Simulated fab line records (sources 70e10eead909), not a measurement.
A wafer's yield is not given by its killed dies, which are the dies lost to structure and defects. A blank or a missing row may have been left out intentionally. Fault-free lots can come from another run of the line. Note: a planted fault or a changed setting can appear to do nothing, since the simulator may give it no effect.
Which tool did it?    flow nand-harc    39 wafers from 13 lots sampled at 5 of the route's 1159 steps

== WHAT THE GAUGES READ, wafer by wafer ==
NHARC_P_STI_CD_MEAS_16. Usual: cd-nm reads 200.0 nm (standard deviation 2.4).
lot   measured     on         cd-nm (nm)         flag
L684  day 2 12:35  cd-sem-03  198.7 198.5 203.1  
L685  day 2 23:04  cd-sem-02  198.4 200.6 204.0  
L686  day 2 23:14  cd-sem-03  197.5 199.3 197.1  
L688  day 3 08:34  cd-sem-03  201.4 202.2 205.2  
L691  day 4 07:16  cd-sem-01  200.7 201.0 200.9  
L693  day 4 16:18  cd-sem-02  200.9 202.2 201.2  
L695  day 5 08:01  cd-sem-01  200.9 195.6 200.1  
L697  day 5 17:01  cd-sem-03  199.3 199.5 200.7  
L698  day 6 09:25  cd-sem-02  199.6 195.1 196.7  
L701  day 6 17:41  cd-sem-02  204.1 198.9 198.3  
L702  day 7 01:38  cd-sem-02  204.7 204.6 201.3  
L704  day 7 14:32  cd-sem-02  202.5 198.9 198.5  
L705  day 7 17:46  cd-sem-03  199.3 198.3 196.1  

NHARC_P_GATE_OVL_MEAS_27. Usual: overlay-x-nm 0.2 nm, standard deviation 0.89; overlay-y-nm 0.2 nm, standard deviation 0.76.
lot   measured     on          overlay-x-nm (nm)  overlay-y-nm (nm)  flag
L684  day 4 23:26  overlay-01  -0.1 0.0 0.0       0.4 0.1 0.6        
L685  day 4 22:29  overlay-01  -0.8 -0.6 -1.1     -0.5 -0.4 -0.5     
L686  day 4 23:55  overlay-01  -0.3 -0.1 -0.7     1.1 0.8 0.4        
L688  day 5 13:37  overlay-02  0.1 -0.6 -0.2      -1.4 -1.0 -1.1     
L691  day 6 20:38  overlay-01  -0.1 0.1 0.5       0.1 -0.2 -0.1      
L693  day 6 21:14  overlay-02  -1.3 -0.8 -0.9     0.3 0.2 0.4        
L695  day 7 21:01  overlay-01  1.8 1.7 1.8        -0.4 -0.5 -0.6     
L697  day 7 21:29  overlay-01  0.1 0.0 -0.3       -0.5 -0.5 -0.6     
L698  day 8 15:34  overlay-01  1.0 0.9 0.6        -0.9 -0.6 -0.6     
L701  day 8 21:19  overlay-01  1.4 1.4 1.5        1.0 1.2 1.0        
L702  day 9 02:44  overlay-02  0.4 0.4 0.5        0.1 -0.1 0.4       
L704  day 9 19:43  overlay-02  0.1 -0.7 -0.8      -0.3 -0.4 0.1      
L705  day 9 19:05  overlay-02  -0.1 0.8 0.0       0.3 0.9 0.2        

NHARC_END_SORT_01. Usual: killed-at-array 28, standard deviation 11; killed-at-other 0.6, standard deviation 0.85; killed-at-periphery 2.8, standard deviation 2.3; killed-dies 31, standard deviation 11; killed-open 3.1, standard deviation 1.6; killed-short 2.0, standard deviation 1.4.
lot   measured      on         killed-at-array  killed-at-other  killed-at-periphery  killed-dies  killed-open  killed-short  flag
L697  day 22 19:19  prober-02  31 48 33         0 0 0            1 1 644              32 49 677    2 3 2        2 4 3         OFF
L698  day 23 04:35  prober-01  23 30 20         0 1 1            654 1 0              677 32 21    3 2 0        2 0 3         OFF
L704  day 24 15:09  prober-02  18 22 18         1 0 1            4 1 1                23 23 20     6 1 3        1 3 1         

== TOOL THAT RAN EACH LOT (tool first, then ch and the chambers of the sampled wafers, then the start) ==
lot   NHARC_P_GATE_ETCH_104              NHARC_P_GATE_ALD_36
L684  rie-diel-07 ch 0,1,2, day 4 23:38  ald-sin-04 ch 0,1,2, day 5 02:57
L685  rie-diel-07 ch 0,2,3, day 4 22:40  ald-sin-02 ch 1,2,3, day 4 23:51
L686  rie-diel-07 ch 2,3, day 5 00:06    ald-sin-02 ch 0,1,2, day 5 06:14
L688  rie-diel-07 ch 0,1, day 5 13:49    ald-sin-01 ch 0,3, day 5 14:59
L691  rie-diel-07 ch 0,1, day 6 20:50    ald-sin-04 ch 0,1,2, day 7 00:11
L693  rie-diel-08 ch 2,3, day 6 21:32    ald-sin-02 ch 0,1, day 6 23:52
L695  rie-diel-01 ch 2,3, day 7 21:13    ald-sin-01 ch 0,1,2, day 7 22:32
L697  rie-diel-07 ch 0,2,3, day 7 21:41  ald-sin-04 ch 0,1,3, day 7 23:29
L698  rie-diel-07 ch 0,2,3, day 8 15:58  ald-sin-04 ch 0,1,3, day 8 18:12
L701  rie-diel-08 ch 0,1,2, day 8 21:34  ald-sin-02 ch 0,1, day 8 22:52
L702  rie-diel-01 ch 0,1,3, day 9 02:55  ald-sin-01 ch 1,2, day 9 05:58
L704  rie-diel-08 ch 0,1,2, day 9 19:53  ald-sin-01 ch 1,2,3, day 9 22:07
L705  rie-diel-01 ch 2,3, day 9 19:16    ald-sin-02 ch 0,1,2, day 9 22:32
- NHARC_P_GATE_ETCH_104: etches the open film in CF4/CHF3, target depth 60 nm.
- NHARC_P_GATE_ALD_36: deposits SiNx, target thk 20 nm, pulse time 60 s, ald cycles 223.

== AS READ BY THE TOOLS THEMSELVES (means over the sampled wafers that have a number; for cases with no such wafer, the mark the record gives instead) ==
NHARC_P_GATE_ETCH_104. Usual: drypump-motor-current-A 5.7 A, standard deviation 0.46; oes-product-au 0.939 a.u., standard deviation 0.024; rf-fwd-power-W 490.8 W, standard deviation 2.7; rf-vpp-V 371.1 V, standard deviation 2.4; showerhead-plenum-p-Torr 1.59 Torr, standard deviation 0.066; throttle-valve-pct 16.801 %, standard deviation 0.0089.
lot   tool         drypump-motor-current-A (A)  oes-product-au (a.u.)  rf-fwd-power-W (W)  rf-vpp-V (V)  showerhead-plenum-p-Torr (Torr)  throttle-valve-pct (%)  flag
L684  rie-diel-07  5.5                          0.911                  489.3               370.4         1.57                             16.800                  
L685  rie-diel-07  6.0                          0.963                  488.6               370.5         1.56                             16.801                  
L686  rie-diel-07  5.9                          0.974                  487.6               370.9         1.57                             16.801                  
L688  rie-diel-07  5.6                          0.913                  490.0               370.0         1.56                             16.806                  
L691  rie-diel-07  5.6                          0.912                  489.7               370.1         1.56                             16.804                  
L693  rie-diel-08  5.7                          0.943                  493.6               369.1         1.53                             16.804                  
L695  rie-diel-01  5.2                          0.918                  491.4               371.7         1.60                             16.800                  
L697  rie-diel-07  6.0                          0.812                  489.0               370.6         1.56                             16.797                  OFF
L698  rie-diel-07  6.0                          0.812                  489.9               370.2         1.56                             16.804                  OFF
L701  rie-diel-08  5.4                          0.917                  492.5               369.1         1.54                             16.806                  
L702  rie-diel-01  5.5                          0.968                  492.6               371.7         1.64                             16.797                  
L704  rie-diel-08  5.5                          0.976                  493.1               369.5         1.54                             16.790                  
L705  rie-diel-01  5.4                          0.969                  492.1               370.9         1.58                             16.802                  

NHARC_P_GATE_ALD_36. Usual: heater-power-w 859 W, standard deviation 70; precursor-pulse-height-rel 1.002, standard deviation 0.019.
lot   tool        heater-power-w (W)  precursor-pulse-height-rel  flag
L684  ald-sin-04  852                 1.007                       
L685  ald-sin-02  828                 0.997                       
L686  ald-sin-02  795                 1.019                       
L688  ald-sin-01  897                 0.986                       
L691  ald-sin-04  865                 1.000                       
L693  ald-sin-02  781                 1.022                       
L695  ald-sin-01  830                 0.983                       
L697  ald-sin-04  896                 1.005                       
L698  ald-sin-04  907                 1.001                       
L701  ald-sin-02  786                 1.018                       
L702  ald-sin-01  857                 1.003                       
L704  ald-sin-01  921                 1.006                       
L705  ald-sin-02  808                 1.002                       

== THE ANSWER, worked out from the rows above alone ==
Rule: take the mean of a lot's wafers that have a number; if it is more than 3 standard deviations from the usual mean, the lot is off. A lot without any number at a reading at which 4 lots or more have one is off too. The other lots that the step has rows for count as sound. After the gauges, taken in route order, come the tools' own readings; for these a lot's mean is taken, as printed above. At the first step where some lot is off, the reading lying furthest off is the one used; lots without a number count as furthest.
Off at NHARC_END_SORT_01 (killed-at-periphery): L697, L698. Neither off nor sound, because the step has no rows for them: L684, L685, L686, L688, L691, L693, L695, L701, L702, L705.
If a tool, at a process step before that reading, ran all the lots that are off and no sound lot after the first of them, it fits. Not tried: the gauges at NHARC_END_SORT_01; whatever is off there is also off at NHARC_P_GATE_ETCH_104, on other tools, and gauge error can't account for it. Undecided on this evidence; 2 tools fit (rie-diel-07 at NHARC_P_GATE_ETCH_104, ald-sin-04 at NHARC_P_GATE_ALD_36).

== WHAT HAD BEEN PUT IN BY THE SIMULATOR ==
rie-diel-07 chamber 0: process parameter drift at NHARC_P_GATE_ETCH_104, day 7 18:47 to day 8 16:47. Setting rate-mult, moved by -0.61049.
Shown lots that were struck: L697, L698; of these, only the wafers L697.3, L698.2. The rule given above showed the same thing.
